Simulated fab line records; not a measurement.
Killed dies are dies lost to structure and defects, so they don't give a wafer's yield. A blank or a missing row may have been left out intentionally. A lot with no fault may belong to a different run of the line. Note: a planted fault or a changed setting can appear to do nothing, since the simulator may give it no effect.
Chamber matching :: flow n5_finfet :: N5_BEOL_M10_STRIP_67 on rie_diel-04 has 4 sister chambers
The step strips in CF4. 18 wafers are shown with their chamber, then 9 later ones without.

== WAFERS PAIRED WITH THEIR CHAMBERS ==
wafer: L074.3
chamber: 3
showerhead_plenum_p_Torr (Torr): 1.85
drypump_motor_current_A (A): 5.4
throttle_valve_pct (%): 13.89

wafer: L074.4
chamber: 3
showerhead_plenum_p_Torr (Torr): 1.85
drypump_motor_current_A (A): 5.4
throttle_valve_pct (%): 13.87

wafer: L074.5
chamber: 2
showerhead_plenum_p_Torr (Torr): 1.77
drypump_motor_current_A (A): 6.2
throttle_valve_pct (%): 13.70

wafer: L077.1
chamber: 2
showerhead_plenum_p_Torr (Torr): 1.77
drypump_motor_current_A (A): 6.2
throttle_valve_pct (%): 13.75

wafer: L077.2
chamber: 3
showerhead_plenum_p_Torr (Torr): 1.84
drypump_motor_current_A (A): 5.3
throttle_valve_pct (%): 13.34

wafer: L077.5
chamber: 2
showerhead_plenum_p_Torr (Torr): 1.77
drypump_motor_current_A (A): 6.2
throttle_valve_pct (%): 13.74

wafer: L080.1
chamber: 3
showerhead_plenum_p_Torr (Torr): 1.84
drypump_motor_current_A (A): 5.3
throttle_valve_pct (%): 13.38

wafer: L080.2
chamber: 0
showerhead_plenum_p_Torr (Torr): 1.76
drypump_motor_current_A (A): 6.0
throttle_valve_pct (%): 13.13

wafer: L080.5
chamber: 3
showerhead_plenum_p_Torr (Torr): 1.84
drypump_motor_current_A (A): 5.4
throttle_valve_pct (%): 13.36

wafer: L082.3
chamber: 0
showerhead_plenum_p_Torr (Torr): 1.76
drypump_motor_current_A (A): 6.0
throttle_valve_pct (%): 13.15

wafer: L082.5
chamber: 1
showerhead_plenum_p_Torr (Torr): 1.83
drypump_motor_current_A (A): 5.3
throttle_valve_pct (%): 13.12

wafer: L082.6
chamber: 2
showerhead_plenum_p_Torr (Torr): 1.77
drypump_motor_current_A (A): 6.2
throttle_valve_pct (%): 13.77

wafer: L086.2
chamber: 3
showerhead_plenum_p_Torr (Torr): 1.84
drypump_motor_current_A (A): 5.3
throttle_valve_pct (%): 13.39

wafer: L086.3
chamber: 2
showerhead_plenum_p_Torr (Torr): 1.77
drypump_motor_current_A (A): 6.2
throttle_valve_pct (%): 13.77

wafer: L086.6
chamber: 2
showerhead_plenum_p_Torr (Torr): 1.77
drypump_motor_current_A (A): 6.3
throttle_valve_pct (%): 13.77

wafer: L088.3
chamber: 3
showerhead_plenum_p_Torr (Torr): 1.84
drypump_motor_current_A (A): 5.3
throttle_valve_pct (%): 13.39

wafer: L088.5
chamber: 3
showerhead_plenum_p_Torr (Torr): 1.84
drypump_motor_current_A (A): 5.3
throttle_valve_pct (%): 13.40

wafer: L088.6
chamber: 2
showerhead_plenum_p_Torr (Torr): 1.77
drypump_motor_current_A (A): 6.2
throttle_valve_pct (%): 13.77

SIGNATURES (means of the wafers above)
reading: showerhead_plenum_p_Torr
chamber 0: 1.7600
chamber 1: 1.8300
chamber 2: 1.7700
chamber 3: 1.8425
scatter within a chamber: 0.00327

reading: drypump_motor_current_A
chamber 0: 6.000
chamber 1: 5.300
chamber 2: 6.214
chamber 3: 5.338
scatter within a chamber: 0.0442

reading: throttle_valve_pct
chamber 0: 13.1400
chamber 1: 13.1200
chamber 2: 13.7529
chamber 3: 13.5025
scatter within a chamber: 0.166
Rule: a wafer lies at a distance from a chamber equal to the root of the sum of squares, over the readings, of (its reading less the chamber's mean, divided by the reading's scatter). The wafer belongs to the nearest chamber; if the next one is less than 2 further off, it can't be placed. The scatter: the root of (the sum of the squares of (reading less its chamber's mean) over the shown wafers, divided by (wafers less chambers)).

== WAFERS WITHOUT THEIR CHAMBER ==
wafer: L090.2
showerhead_plenum_p_Torr (Torr): 1.83
drypump_motor_current_A (A): 5.3
throttle_valve_pct (%): 13.17

wafer: L090.4
showerhead_plenum_p_Torr (Torr): 1.76
drypump_motor_current_A (A): 6.0
throttle_valve_pct (%): 13.19

wafer: L090.5
showerhead_plenum_p_Torr (Torr): 1.83
drypump_motor_current_A (A): 5.3
throttle_valve_pct (%): 13.16

wafer: L097.1
showerhead_plenum_p_Torr (Torr): 1.76
drypump_motor_current_A (A): 6.3
throttle_valve_pct (%): 13.23

wafer: L097.2
showerhead_plenum_p_Torr (Torr): 1.75
drypump_motor_current_A (A): 6.0
throttle_valve_pct (%): 13.23

wafer: L097.6
showerhead_plenum_p_Torr (Torr): 1.76
drypump_motor_current_A (A): 6.2
throttle_valve_pct (%): 13.24

wafer: L096.1
showerhead_plenum_p_Torr (Torr): 1.83
drypump_motor_current_A (A): 5.3
throttle_valve_pct (%): 13.45

wafer: L096.3
showerhead_plenum_p_Torr (Torr): 1.76
drypump_motor_current_A (A): 6.2
throttle_valve_pct (%): 13.25

wafer: L096.6
showerhead_plenum_p_Torr (Torr): 1.83
drypump_motor_current_A (A): 5.3
throttle_valve_pct (%): 13.43

== EACH ONE'S CHAMBER ==
wafer: L090.2
from the rows above: 1
in truth: 1

wafer: L090.4
from the rows above: 0
in truth: 0

wafer: L090.5
from the rows above: 1
in truth: 1

wafer: L097.1
from the rows above: 2
in truth: 2

wafer: L097.2
from the rows above: 0
in truth: 0

wafer: L097.6
from the rows above: can't be placed: 2 or 0
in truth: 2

wafer: L096.1
from the rows above: can't be placed: 1 or 3
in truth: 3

wafer: L096.3
from the rows above: can't be placed: 2 or 0
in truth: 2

wafer: L096.6
from the rows above: 1
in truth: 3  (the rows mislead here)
Placed correctly: 5 of 9. From these rows, 3 cannot be placed; in 3 the true chamber is one of the candidates. Number placed wrongly: 1.
